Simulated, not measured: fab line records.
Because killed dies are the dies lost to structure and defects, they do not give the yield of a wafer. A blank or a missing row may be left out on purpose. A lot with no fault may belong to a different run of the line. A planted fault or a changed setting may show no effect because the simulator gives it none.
Lot-split experiment    flow n5-finfet    39 wafers read from 7 lots, route of 1938 steps

ABOUT THE SPLIT
At N5_MOL_CONTACT_COAG_ALD_133 (deposits SiO2, target thk 5 nm, pulse time 1 s, co reactant pulse time 1 s), the setting ald-cycles was moved away from the recipe's 35 on 18 of the 39 wafers read, by -60.0% to +48.6%. All remaining wafers had this setting at the recipe value.

The split's own step is where the reading is taken.

THE READING
SiO2_of_MOL_CONTACT_COAG_ALD_133.thk-nm (the simulator's own value, which no gauge read), in nm, at N5_MOL_CONTACT_COAG_ALD_133 (deposits SiO2, target thk 5 nm, pulse time 1 s, co reactant pulse time 1 s). No usual value for it is given in the file.

wafer   tool, chamber at the split  ald-cycles as run  against the recipe  SiO2_of_MOL_CONTACT_COAG_ALD_133.thk-nm, nm  against lot-mates on the recipe
L074.1  ald-sin-01, 2,1             22                 -37.1%              3.2                                          -1.8
L074.6  ald-sin-01, 2,1             22                 -37.1%              3.2                                          -1.8
L074.2  ald-sin-01, 0               22                 -37.1%              3                                            -2.0
L074.3  ald-sin-01, 1,3,2           35                 recipe              5                                            -
L074.4  ald-sin-01, 1,3,2           35                 recipe              5                                            -
L074.5  ald-sin-01, 1,3,2           35                 recipe              5                                            -
L077.3  ald-sin-03, 1,3,3           35                 recipe              5                                            -
L077.4  ald-sin-03, 1,3,3           35                 recipe              5                                            -
L077.6  ald-sin-03, 1,3,3           35                 recipe              5                                            -
L078.1  ald-sin-01, 2,0,0           52                 +48.6%              7.4                                          +2.4
L078.4  ald-sin-01, 2,0,0           52                 +48.6%              7.4                                          +2.4
L078.6  ald-sin-01, 2,0,0           52                 +48.6%              7.4                                          +2.4
L078.2  ald-sin-01, 3,1,1           35                 recipe              5                                            -
L078.3  ald-sin-01, 3,1,1           35                 recipe              5                                            -
L078.5  ald-sin-01, 3,1,1           35                 recipe              5                                            -
L081.1  ald-sin-02, 2,0,3           35                 recipe              5                                            -
L081.5  ald-sin-02, 2,0,3           35                 recipe              5                                            -
L081.6  ald-sin-02, 2,0,3           35                 recipe              5                                            -
L081.2  ald-sin-02, 1,0,3           45                 +28.6%              6.4                                          +1.4
L081.3  ald-sin-02, 1,0,3           45                 +28.6%              6.4                                          +1.4
L081.4  ald-sin-02, 1,0,3           45                 +28.6%              6.4                                          +1.4
L082.1  ald-sin-02, 3,2,2           45                 +28.6%              6.4                                          +1.4
L082.2  ald-sin-02, 3,2,2           45                 +28.6%              6.4                                          +1.4
L082.5  ald-sin-02, 3,2,2           45                 +28.6%              6.4                                          +1.4
L082.3  ald-sin-02, 0,1,3           35                 recipe              5                                            -
L082.4  ald-sin-02, 0,1,3           35                 recipe              5                                            -
L082.6  ald-sin-02, 0,1,3           35                 recipe              5                                            -
L089.1  ald-sin-03, 0,1,3           35                 recipe              5                                            -
L089.4  ald-sin-03, 0,1,3           35                 recipe              5                                            -
L089.6  ald-sin-03, 0,1,3           35                 recipe              5                                            -
L089.2  ald-sin-03, 2,3,0           14                 -60.0%              2                                            -3.0
L089.3  ald-sin-03, 2,3,0           14                 -60.0%              2                                            -3.0
L089.5  ald-sin-03, 2,3,0           14                 -60.0%              2                                            -3.0
L093.1  ald-sin-01, 3,2,2           15                 -57.1%              2.2                                          -2.8
L093.4  ald-sin-01, 3,2,2           15                 -57.1%              2.2                                          -2.8
L093.5  ald-sin-01, 3,2,2           15                 -57.1%              2.2                                          -2.8
L093.2  ald-sin-01, 1,0,1           35                 recipe              5                                            -
L093.3  ald-sin-01, 1,0,1           35                 recipe              5                                            -
L093.6  ald-sin-01, 1,0,1           35                 recipe              5                                            -
Where a row lists several chambers, the file gives one row for several wafers and doesn't say which wafer went through which chamber.

FIT RESULTS
A straight line over all 39 wafers: SiO2_of_MOL_CONTACT_COAG_ALD_133.thk-nm changes by +0.0495 nm for each +1% of ald-cycles; r = +1.00; the points scatter about the line by 0.031 nm.
The same after taking each lot's own level away (the mean of its wafers on the recipe; 39 wafers): +0.0495 nm for each +1%; r = +1.00; scatter 0.031 nm.
On that fit, the largest move of ald-cycles shifts the reading by 3 nm.
The lots' own levels span 5.00 to 5.00 nm.
Consequently the slope shifts little with the lot-to-lot level, the two slopes agreeing.
Check: for one of the wafers moved furthest among these (-60.0%), held out of the fit, the line's prediction against its lot-mates is -2.97 nm. It came out at -3 nm against them.

FURTHER SPLITS ON THESE WAFERS
Note: prior to the reading, these wafers also went through further splits. Each is held against what the fit with the lots' levels taken away leaves over:
other split on the same wafers           wafers away from the commonest value  r with SiO2_of_MOL_CONTACT_COAG_ALD_133.thk-nm (lot level and that fit taken away)
N5_ZERO_LAYER_DEVELOP_10 develop-time-s  15                                    +0.03
N5_FIN_CUT_CUT_ETCH_15 target-depth-a    12                                    +0.09
N5_SD_EPI_P_EPI_21 epi-growth-time-s     12                                    -0.32

THE FILE'S OWN FIT
SiO2_of_MOL_CONTACT_COAG_ALD_133.thk-nm changes by +0.0495 nm for each +1% of ald-cycles, r = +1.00.
